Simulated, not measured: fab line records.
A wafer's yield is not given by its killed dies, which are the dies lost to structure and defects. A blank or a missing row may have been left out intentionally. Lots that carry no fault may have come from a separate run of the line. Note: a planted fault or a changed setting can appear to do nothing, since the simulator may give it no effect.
Chamber matching / flow n5-finfet / rie-si-05 running N5_FIN_SAQP_MANDREL_ETCH_58: 4 sister chambers
The step etches a-Si in HBr/Cl2, stops on SiNx, target depth 45 nm, bt time 10 s, time 27 s. 36 wafers are shown with their chamber, then 12 later ones without.

WAFERS, EACH WITH ITS CHAMBER
wafer=L074.1; chamber=0; drypump-motor-current-A (A)=6.0; throttle-valve-pct (%)=35.88; oes-product-au (a.u.)=0.705
wafer=L074.2; chamber=2; drypump-motor-current-A (A)=5.2; throttle-valve-pct (%)=35.74; oes-product-au (a.u.)=0.704
wafer=L074.3; chamber=1; drypump-motor-current-A (A)=6.7; throttle-valve-pct (%)=35.49; oes-product-au (a.u.)=0.683
wafer=L077.1; chamber=3; drypump-motor-current-A (A)=5.9; throttle-valve-pct (%)=35.90; oes-product-au (a.u.)=0.680
wafer=L077.3; chamber=1; drypump-motor-current-A (A)=6.7; throttle-valve-pct (%)=35.50; oes-product-au (a.u.)=0.684
wafer=L077.5; chamber=0; drypump-motor-current-A (A)=6.0; throttle-valve-pct (%)=35.89; oes-product-au (a.u.)=0.710
wafer=L079.1; chamber=1; drypump-motor-current-A (A)=6.7; throttle-valve-pct (%)=35.50; oes-product-au (a.u.)=0.680
wafer=L079.3; chamber=0; drypump-motor-current-A (A)=6.0; throttle-valve-pct (%)=35.88; oes-product-au (a.u.)=0.699
wafer=L079.5; chamber=2; drypump-motor-current-A (A)=5.2; throttle-valve-pct (%)=35.73; oes-product-au (a.u.)=0.718
wafer=L080.2; chamber=1; drypump-motor-current-A (A)=6.7; throttle-valve-pct (%)=35.49; oes-product-au (a.u.)=0.690
wafer=L080.3; chamber=0; drypump-motor-current-A (A)=6.0; throttle-valve-pct (%)=35.89; oes-product-au (a.u.)=0.706
wafer=L080.6; chamber=0; drypump-motor-current-A (A)=6.0; throttle-valve-pct (%)=35.87; oes-product-au (a.u.)=0.709
wafer=L084.1; chamber=3; drypump-motor-current-A (A)=5.9; throttle-valve-pct (%)=35.87; oes-product-au (a.u.)=0.700
wafer=L084.2; chamber=0; drypump-motor-current-A (A)=6.0; throttle-valve-pct (%)=35.87; oes-product-au (a.u.)=0.713
wafer=L084.3; chamber=2; drypump-motor-current-A (A)=5.2; throttle-valve-pct (%)=35.74; oes-product-au (a.u.)=0.717
wafer=L084.4; chamber=1; drypump-motor-current-A (A)=6.7; throttle-valve-pct (%)=35.50; oes-product-au (a.u.)=0.702
wafer=L084.5; chamber=3; drypump-motor-current-A (A)=5.9; throttle-valve-pct (%)=35.86; oes-product-au (a.u.)=0.704
wafer=L084.6; chamber=2; drypump-motor-current-A (A)=5.2; throttle-valve-pct (%)=35.72; oes-product-au (a.u.)=0.727
wafer=L085.2; chamber=0; drypump-motor-current-A (A)=6.0; throttle-valve-pct (%)=35.90; oes-product-au (a.u.)=0.707
wafer=L085.3; chamber=3; drypump-motor-current-A (A)=5.9; throttle-valve-pct (%)=35.88; oes-product-au (a.u.)=0.697
wafer=L085.4; chamber=2; drypump-motor-current-A (A)=5.2; throttle-valve-pct (%)=35.75; oes-product-au (a.u.)=0.699
wafer=L086.1; chamber=3; drypump-motor-current-A (A)=5.9; throttle-valve-pct (%)=35.90; oes-product-au (a.u.)=0.682
wafer=L086.3; chamber=2; drypump-motor-current-A (A)=5.2; throttle-valve-pct (%)=35.74; oes-product-au (a.u.)=0.712
wafer=L086.4; chamber=0; drypump-motor-current-A (A)=6.0; throttle-valve-pct (%)=35.88; oes-product-au (a.u.)=0.708
wafer=L087.1; chamber=3; drypump-motor-current-A (A)=5.9; throttle-valve-pct (%)=35.88; oes-product-au (a.u.)=0.693
wafer=L087.2; chamber=2; drypump-motor-current-A (A)=5.2; throttle-valve-pct (%)=35.73; oes-product-au (a.u.)=0.718
wafer=L087.3; chamber=1; drypump-motor-current-A (A)=6.7; throttle-valve-pct (%)=35.50; oes-product-au (a.u.)=0.693
wafer=L087.4; chamber=0; drypump-motor-current-A (A)=6.0; throttle-valve-pct (%)=35.86; oes-product-au (a.u.)=0.716
wafer=L087.5; chamber=3; drypump-motor-current-A (A)=5.9; throttle-valve-pct (%)=35.88; oes-product-au (a.u.)=0.700
wafer=L087.6; chamber=0; drypump-motor-current-A (A)=6.1; throttle-valve-pct (%)=35.88; oes-product-au (a.u.)=0.710
wafer=L090.1; chamber=3; drypump-motor-current-A (A)=6.0; throttle-valve-pct (%)=35.90; oes-product-au (a.u.)=0.695
wafer=L090.5; chamber=2; drypump-motor-current-A (A)=5.2; throttle-valve-pct (%)=35.73; oes-product-au (a.u.)=0.715
wafer=L090.6; chamber=3; drypump-motor-current-A (A)=5.9; throttle-valve-pct (%)=35.89; oes-product-au (a.u.)=0.683
wafer=L091.1; chamber=3; drypump-motor-current-A (A)=5.9; throttle-valve-pct (%)=35.87; oes-product-au (a.u.)=0.697
wafer=L091.2; chamber=2; drypump-motor-current-A (A)=5.2; throttle-valve-pct (%)=35.76; oes-product-au (a.u.)=0.703
wafer=L091.3; chamber=1; drypump-motor-current-A (A)=6.7; throttle-valve-pct (%)=35.48; oes-product-au (a.u.)=0.689

SIGNATURES (means of the wafers above)
reading=drypump-motor-current-A; chamber 0=6.010; chamber 1=6.700; chamber 2=5.200; chamber 3=5.910; scatter within a chamber=0.0237
reading=throttle-valve-pct; chamber 0=35.8800; chamber 1=35.4943; chamber 2=35.7378; chamber 3=35.8830; scatter within a chamber=0.0119
reading=oes-product-au; chamber 0=0.70830; chamber 1=0.68871; chamber 2=0.71256; chamber 3=0.69310; scatter within a chamber=0.00751
Rule: for each reading, subtract the chamber's mean from the wafer's reading, divide by that reading's scatter and square the result; add these up over the readings and take the root, which gives the wafer's distance from the chamber. The wafer belongs to the nearest chamber; if the next one is less than 2 further off, it can't be placed. The scatter: the root of (the sum of the squares of (reading less its chamber's mean) over the shown wafers, divided by (wafers less chambers)).

WAFERS WITH NO CHAMBER GIVEN
wafer=L091.4; drypump-motor-current-A (A)=6.0; throttle-valve-pct (%)=35.86; oes-product-au (a.u.)=0.711
wafer=L091.5; drypump-motor-current-A (A)=5.9; throttle-valve-pct (%)=35.84; oes-product-au (a.u.)=0.712
wafer=L091.6; drypump-motor-current-A (A)=6.0; throttle-valve-pct (%)=35.88; oes-product-au (a.u.)=0.708
wafer=L093.3; drypump-motor-current-A (A)=5.9; throttle-valve-pct (%)=35.89; oes-product-au (a.u.)=0.688
wafer=L093.5; drypump-motor-current-A (A)=5.2; throttle-valve-pct (%)=35.74; oes-product-au (a.u.)=0.712
wafer=L093.6; drypump-motor-current-A (A)=5.9; throttle-valve-pct (%)=35.88; oes-product-au (a.u.)=0.694
wafer=L095.1; drypump-motor-current-A (A)=6.7; throttle-valve-pct (%)=35.51; oes-product-au (a.u.)=0.684
wafer=L095.2; drypump-motor-current-A (A)=5.2; throttle-valve-pct (%)=35.74; oes-product-au (a.u.)=0.708
wafer=L095.4; drypump-motor-current-A (A)=5.9; throttle-valve-pct (%)=35.88; oes-product-au (a.u.)=0.696
wafer=L096.4; drypump-motor-current-A (A)=5.9; throttle-valve-pct (%)=35.87; oes-product-au (a.u.)=0.695
wafer=L096.5; drypump-motor-current-A (A)=5.2; throttle-valve-pct (%)=35.74; oes-product-au (a.u.)=0.708
wafer=L096.6; drypump-motor-current-A (A)=5.9; throttle-valve-pct (%)=35.90; oes-product-au (a.u.)=0.697

WHICH CHAMBER EACH WENT THROUGH
wafer=L091.4; from the rows above=0; in truth=0
wafer=L091.5; from the rows above=can't be placed: 3 or 0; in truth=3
wafer=L091.6; from the rows above=0; in truth=0
wafer=L093.3; from the rows above=3; in truth=3
wafer=L093.5; from the rows above=2; in truth=2
wafer=L093.6; from the rows above=3; in truth=3
wafer=L095.1; from the rows above=1; in truth=1
wafer=L095.2; from the rows above=2; in truth=2
wafer=L095.4; from the rows above=3; in truth=3
wafer=L096.4; from the rows above=3; in truth=3
wafer=L096.5; from the rows above=2; in truth=2
wafer=L096.6; from the rows above=3; in truth=3
11 of 12 placed correctly. From these rows, 1 cannot be placed; in 1 the true chamber is one of the candidates. 0 placed wrongly.
